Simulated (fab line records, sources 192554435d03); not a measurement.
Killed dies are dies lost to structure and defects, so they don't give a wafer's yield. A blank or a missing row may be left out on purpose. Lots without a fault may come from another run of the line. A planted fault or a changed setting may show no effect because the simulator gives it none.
Which tool did it? | flow n5_finfet | 10 lots, 27 wafers sampled, at 6 steps of a route of 1938

WHAT THE GAUGES READ, wafer by wafer
N5_BEOL_M4_RC_MEAS_101. Usual: DIBL_N 36.3 mV/V, standard deviation 1.1; DIBL_P 36.3 mV/V, standard deviation 1.4; IOFF_N 0.155 nA/um, standard deviation 0.019; IOFF_P 0.211 nA/um, standard deviation 0.027; ION_N 672 uA/um, standard deviation 8.5; ION_P 462 uA/um, standard deviation 5.8; SS_N 71.5 mV/dec, standard deviation 0.56; SS_P 73.3 mV/dec, standard deviation 0.52; VT_N 249.9 mV, standard deviation 2.5; VT_P -249.8 mV, standard deviation 2.8.
lot  | measured     | on        | DIBL_N (mV/V)  | DIBL_P (mV/V)  | IOFF_N (nA/um)    | IOFF_P (nA/um)    | ION_N (uA/um) | ION_P (uA/um) | SS_N (mV/dec)  | SS_P (mV/dec)  | VT_N (mV)         | VT_P (mV)            | flag
L483 | day 9 18:11  | prober-01 | 37.5 37.8 35.0 | 38.2 39.5 35.7 | 0.185 0.200 0.143 | 0.238 0.248 0.190 | 676 675 670   | 460 459 463   | 71.3 73.1 71.3 | 74.3 74.2 73.0 | 247.9 245.3 250.0 | -248.6 -248.1 -251.1 |
L484 | day 10 12:52 | prober-01 | 35.6 34.9 35.7 | 36.9 35.4 35.9 | 0.152 0.134 0.153 | 0.178 0.170 0.178 | 669 670 671   | 451 456 455   | 71.1 71.3 72.0 | 73.6 73.3 73.3 | 248.7 249.2 251.5 | -253.7 -252.4 -253.4 |
L485 | day 10 03:50 | prober-01 | 35.0 35.6 36.1 | 36.1 37.4 37.8 | 0.126 0.148 0.149 | 0.198 0.235 0.227 | 669 679 668   | 459 473 458   | 70.9 71.3 71.5 | 72.1 73.1 72.3 | 255.9 248.9 251.6 | -249.1 -247.1 -248.8 |
L488 | day 11 17:21 | prober-01 | 37.0 37.8      | 36.1 36.5      | 0.151 0.166       | 0.196 0.200       | 676 680       | 456 455       | 70.8 71.3      | 72.4 73.5      | 249.1 249.3       | -252.9 -253.1        |
L489 | day 13 01:34 | prober-02 | 36.7 37.7 36.1 | 37.0 37.7 34.9 | 0.177 0.182 0.156 | 0.217 0.223 0.183 | 689 677 670   | 466 459 456   | 71.6 72.3 71.0 | 74.0 73.2 73.2 | 250.4 245.9 249.7 | -248.3 -247.1 -251.6 |
L491 | day 13 23:12 | prober-02 | 35.9 35.2      | 36.0 35.6      | 0.138 0.128       | 0.162 0.158       | 662 668       | 451 456       | 71.5 70.8      | 73.4 72.3      | 250.9 255.3       | -255.3 -256.4        |
L493 | day 14 12:06 | prober-01 | 37.2 38.5      | 36.9 38.1      | 0.151 0.178       | 0.183 0.206       | 670 664       | 455 452       | 71.2 72.3      | 73.8 73.0      | 251.3 250.4       | -253.2 -249.8        |
L497 | day 17 07:19 | prober-01 | 35.9 34.9 35.3 | 36.9 36.0 36.3 | 0.156 0.146 0.161 | 0.221 0.203 0.217 | 670 679 665   | 460 467 463   | 70.8 71.2 71.5 | 73.5 73.0 72.8 | 250.6 247.6 248.6 | -248.0 -249.4 -246.2 |
L504 | day 17 17:07 | prober-01 | 35.6 36.3 36.0 | 35.2 34.7 35.2 | 0.158 0.159 0.158 | 0.210 0.200 0.205 | 682 666 675   | 464 459 458   | 72.1 72.0 71.3 | 73.3 73.4 73.0 | 248.2 249.2 249.8 | -248.4 -250.9 -249.2 |
L505 | day 16 04:41 | prober-02 | 37.2 38.7 37.2 | 36.6 36.8 35.6 | 0.171 0.196 0.161 | 0.241 0.250 0.223 | 678 671 674   | 467 461 464   | 72.2 72.8 71.9 | 73.7 73.2 73.3 | 251.6 246.3 247.5 | -246.2 -246.9 -249.5 |

WHICH TOOL RAN EACH LOT (tool, then ch and the chambers of the sampled wafers, then the start)
lot  | N5_BEOL_M1_PECVD_72             | N5_BEOL_M1_SPUTTER_88        | N5_BEOL_M1_ANNEAL_89         | N5_BEOL_M1_CMP_52             | N5_BEOL_M1_DEP_57
L483 | pecvd-01 ch 0,1, day 6 10:53    | pvd_sputter-03, day 6 18:09  | pvd_sputter-03, day 6 18:14  | cmp-02 ch 1,3, day 6 19:40    | pecvd-03 ch 0,2, day 6 20:10
L484 | pecvd-03 ch 0,1,2, day 6 15:26  | pvd_sputter-03, day 7 13:34  | pvd_sputter-03, day 7 13:38  | cmp-04 ch 0,3, day 7 14:58    | pecvd-03 ch 0,1,2, day 7 15:26
L485 | pecvd-01 ch 0,1,2, day 6 15:39  | pvd_sputter-03, day 7 16:34  | pvd_sputter-03, day 7 16:38  | cmp-01 ch 0,1,3, day 7 18:01  | pecvd-03 ch 0,1,2, day 7 18:25
L488 | pecvd-03 ch 0,1, day 7 12:47    | pvd_sputter-01, day 8 12:25  | pvd_sputter-01, day 8 12:30  | cmp-04 ch 2,3, day 8 13:55    | pecvd-03 ch 0,1, day 8 14:18
L489 | pecvd-01 ch 0,1, day 7 17:15    | pvd_sputter-03, day 8 14:32  | pvd_sputter-03, day 8 14:37  | cmp-01 ch 0,2,3, day 8 15:56  | pecvd-03 ch 0,1, day 8 16:23
L491 | pecvd-03 ch 1,2, day 8 11:35    | pvd_sputter-03, day 9 02:16  | pvd_sputter-03, day 9 02:20  | cmp-01 ch 2,3, day 9 03:44    | pecvd-03 ch 0, day 9 04:11
L493 | pecvd-03 ch 0,1, day 8 18:58    | pvd_sputter-03, day 9 06:16  | pvd_sputter-03, day 9 06:20  | cmp-04 ch 2,3, day 9 07:43    | pecvd-02 ch 1,2, day 9 08:11
L497 | pecvd-02 ch 0,1,2, day 10 00:17 | pvd_sputter-02, day 10 17:23 | pvd_sputter-02, day 10 17:28 | cmp-01 ch 0,1,2, day 10 18:53 | pecvd-02 ch 0,1,2, day 10 19:22
L504 | pecvd-03 ch 0,1,2, day 11 14:38 | pvd_sputter-02, day 12 06:06 | pvd_sputter-02, day 12 06:11 | cmp-01 ch 1,2,3, day 12 07:31 | pecvd-01 ch 0,1,2, day 12 07:58
L505 | pecvd-03 ch 0,2, day 11 20:00   | pvd_sputter-01, day 13 10:37 | pvd_sputter-01, day 13 10:42 | cmp-04 ch 2,3, day 13 12:02   | pecvd-01 ch 1,2, day 13 12:29
- N5_BEOL_M1_PECVD_72: deposits SiO2 from TEOS/O2, target thk 16 nm, time 18 s.
- N5_BEOL_M1_SPUTTER_88: material Cu, target thk 4.5 nm, time 8.29 s.
- N5_BEOL_M1_ANNEAL_89: time 240 s.
- N5_BEOL_M1_CMP_52: polishes, stops on SiOC, t overpolish 6.8 s, target thk 40 nm.
- N5_BEOL_M1_DEP_57: deposits SiCN from 3MS/NH3, target thk 8 nm, time 14 s.

WHAT THE TOOLS THEMSELVES READ (means of the sampled wafers that have a number; where no wafer has one, the mark that the record gives instead)
N5_BEOL_M1_PECVD_72. Usual: heater_power_w 711 W, standard deviation 65; showerhead_plenum_p_Torr 8.75 Torr, standard deviation 0.053; throttle_valve_pct 22.5 %, standard deviation 0.83.
lot  | tool     | heater_power_w (W) | showerhead_plenum_p_Torr (Torr) | throttle_valve_pct (%) | flag
L483 | pecvd-01 | 743                | 8.81                            | 22.8                   |
L484 | pecvd-03 | 701                | 8.74                            | 22.9                   |
L485 | pecvd-01 | 722                | 8.80                            | 22.0                   |
L488 | pecvd-03 | 726                | 8.74                            | 22.9                   |
L489 | pecvd-01 | 704                | 8.83                            | 22.7                   |
L491 | pecvd-03 | 743                | 8.71                            | 23.1                   |
L493 | pecvd-03 | 722                | 8.72                            | 23.0                   |
L497 | pecvd-02 | 719                | 8.76                            | 22.1                   |
L504 | pecvd-03 | 747                | 8.74                            | 22.3                   |
L505 | pecvd-03 | 724                | 8.77                            | 22.2                   |

N5_BEOL_M1_SPUTTER_88. Usual: throttle_valve_pct 29.4 %, standard deviation 0.98.
lot  | tool           | throttle_valve_pct (%) | flag
L483 | pvd_sputter-03 | 29.1                   |
L484 | pvd_sputter-03 | 28.5                   |
L485 | pvd_sputter-03 | 28.5                   |
L488 | pvd_sputter-01 | 30.5                   |
L489 | pvd_sputter-03 | 28.8                   |
L491 | pvd_sputter-03 | 29.0                   |
L493 | pvd_sputter-03 | 28.6                   |
L497 | pvd_sputter-02 | 29.4                   |
L504 | pvd_sputter-02 | 29.7                   |
L505 | pvd_sputter-01 | 29.7                   |

N5_BEOL_M1_ANNEAL_89. Usual: heater_power_w 806 W, standard deviation 74.
lot  | tool           | heater_power_w (W) | flag
L483 | pvd_sputter-03 | 892                |
L484 | pvd_sputter-03 | 837                |
L485 | pvd_sputter-03 | 848                |
L488 | pvd_sputter-01 | 750                |
L489 | pvd_sputter-03 | 790                |
L491 | pvd_sputter-03 | 910                |
L493 | pvd_sputter-03 | 803                |
L497 | pvd_sputter-02 | 815                |
L504 | pvd_sputter-02 | 856                |
L505 | pvd_sputter-01 | 794                |

N5_BEOL_M1_CMP_52. Usual: barrier_field_endpoint_s 24.6 s, standard deviation 0.65; clearing_platen_down_force_psi 1.4993 psi, standard deviation 0.0027; edge_zone_pressure_frac 1.000, standard deviation 0.005; motor_current_A 6.2 A, standard deviation 0.8.
lot  | tool   | barrier_field_endpoint_s (s) | clearing_platen_down_force_psi (psi) | edge_zone_pressure_frac | motor_current_A (A) | flag
L483 | cmp-02 | 24.4                         | 1.4986                               | 0.998                   | 5.4                 |
L484 | cmp-04 | 24.1                         | 1.4984                               | 1.007                   | 6.0                 |
L485 | cmp-01 | 24.7                         | 1.4989                               | 0.996                   | 5.8                 |
L488 | cmp-04 | 29.1                         | 1.5044                               | 1.000                   | 6.2                 | OFF
L489 | cmp-01 | 24.7                         | 1.4980                               | 0.991                   | 6.9                 |
L491 | cmp-01 | 29.7                         | 1.4979                               | 1.002                   | 6.8                 | OFF
L493 | cmp-04 | 29.0                         | 1.4968                               | 1.003                   | 6.6                 | OFF
L497 | cmp-01 | 24.6                         | 1.5002                               | 1.000                   | 6.1                 |
L504 | cmp-01 | 24.2                         | 1.4988                               | 1.004                   | 6.1                 |
L505 | cmp-04 | 25.2                         | 1.5002                               | 0.997                   | 6.2                 |

N5_BEOL_M1_DEP_57. Usual: showerhead_plenum_p_Torr 3.661 Torr, standard deviation 0.011; throttle_valve_pct 9.1 %, standard deviation 0.36.
lot  | tool     | showerhead_plenum_p_Torr (Torr) | throttle_valve_pct (%) | flag
L483 | pecvd-03 | 3.663                           | 9.3                    |
L484 | pecvd-03 | 3.655                           | 9.3                    |
L485 | pecvd-03 | 3.661                           | 9.3                    |
L488 | pecvd-03 | 3.657                           | 9.2                    |
L489 | pecvd-03 | 3.656                           | 9.3                    |
L491 | pecvd-03 | 3.663                           | 9.2                    |
L493 | pecvd-02 | 3.659                           | 8.7                    |
L497 | pecvd-02 | 3.666                           | 9.0                    |
L504 | pecvd-01 | 3.674                           | 9.1                    |
L505 | pecvd-01 | 3.673                           | 8.6                    |

THE ANSWER, worked out from the rows above alone
Rule: a lot is off if the mean of its wafers that have a number lies more than 3 standard deviations from the usual mean. A lot without any number at a reading at which 4 lots or more have one is off too. The other lots that the step has rows for count as sound. The gauges are gone through in route order, then the tools' own readings, and for those a lot's mean is taken as printed above. The first step at which some lot is off is used, and at that step the reading that is off furthest; a lot without a number counts as furthest.
Off: L488, L491, L493, at N5_BEOL_M1_CMP_52 (barrier_field_endpoint_s).
A tool fits if, at that step or a process step before it, it ran every lot that is off, and no sound lot after the first of them. None of those tried fits.

WHAT THE SIMULATOR HAD PUT IN
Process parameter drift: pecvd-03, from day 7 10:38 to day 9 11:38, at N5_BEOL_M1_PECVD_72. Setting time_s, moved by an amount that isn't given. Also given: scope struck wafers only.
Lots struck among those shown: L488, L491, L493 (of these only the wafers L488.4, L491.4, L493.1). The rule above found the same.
